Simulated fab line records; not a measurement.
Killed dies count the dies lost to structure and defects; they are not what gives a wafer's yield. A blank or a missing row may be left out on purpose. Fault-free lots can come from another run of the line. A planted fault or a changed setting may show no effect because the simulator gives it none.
A single fault, viewed from 2 desks | flow nand-harc | what lay behind the numbers comes last; until then each desk has only its own

AT THE TOOL OWNER'S DESK: pecvd-02
The tool's own readings at NHARC_A_ONON_D1_DEP_33 (deposits SiO2, target thk 200 nm): means of the sampled wafers that have a number, for each lot that ran on this tool. A lot is out of limits, marked OUT, if its mean lies more than 4 standard deviations from the usual mean; the brackets give that distance.
Columns: A = heater-power-w at NHARC_A_ONON_D1_DEP_33, usual 555 W; B = throttle-valve-pct at NHARC_A_ONON_D1_DEP_33, usual 16.3 %
lot  | first seen here | A   | B
L779 | day 11 07:46    | 648 | 16.6
L784 | day 12 23:58    | 509 | 16.1
L785 | day 14 00:13    | 616 | 16.4
L792 | day 16 12:41    | 581 | 16.6
L795 | day 17 16:42    | 509 | 16.3
Finding of this desk: none of the 5 lots has anything out of limits.

THE DEFECT DESK
Inspection counts along the route, by lot: the mean over sampled wafers that carry a number. A lot is out of limits, marked OUT, if its mean lies more than 4 standard deviations from the usual mean; the brackets give that distance.
Columns: A = raw-defect-count at NHARC_A_ONON_D1_INSPECT_32, usual 71
lot  | first seen here | A
L772 | day 8 06:49     | 66
L774 | day 9 01:45     | 74
L773 | day 9 01:47     | 76
L775 | day 9 10:30     | 45
L777 | day 10 08:41    | 62
L778 | day 10 18:15    | 65
L780 | day 11 08:07    | 77
L779 | day 11 08:15    | 65
L784 | day 13 00:26    | 46
L785 | day 14 00:43    | 70
L792 | day 16 13:10    | 451 (+17) OUT
L795 | day 17 17:10    | 459 (+17) OUT
This desk's finding: out of limits on L792, L795; first on L792, day 16 13:10 (raw-defect-count at NHARC_A_ONON_D1_INSPECT_32). In limits: L772, L774, L773, L775, L777, L778, L780, L779, L784, L785.

ALL TOGETHER
The defect desk could have raised an alarm at day 16 13:10, on L792, L795.
The desk of the tool owner found nothing out of limits.
The tool owner's desk has L792, L795 on record, within its limits.
Of the lots named, all ran NHARC_A_ONON_D1_DEP_33 on pecvd-02.

WHAT THE SIMULATOR HAD INSERTED
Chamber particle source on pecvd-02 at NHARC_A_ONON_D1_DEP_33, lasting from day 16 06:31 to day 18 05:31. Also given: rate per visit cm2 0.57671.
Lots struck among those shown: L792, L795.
Hours from the fault's start to each desk's first reading out of limits: the defect desk, 7.
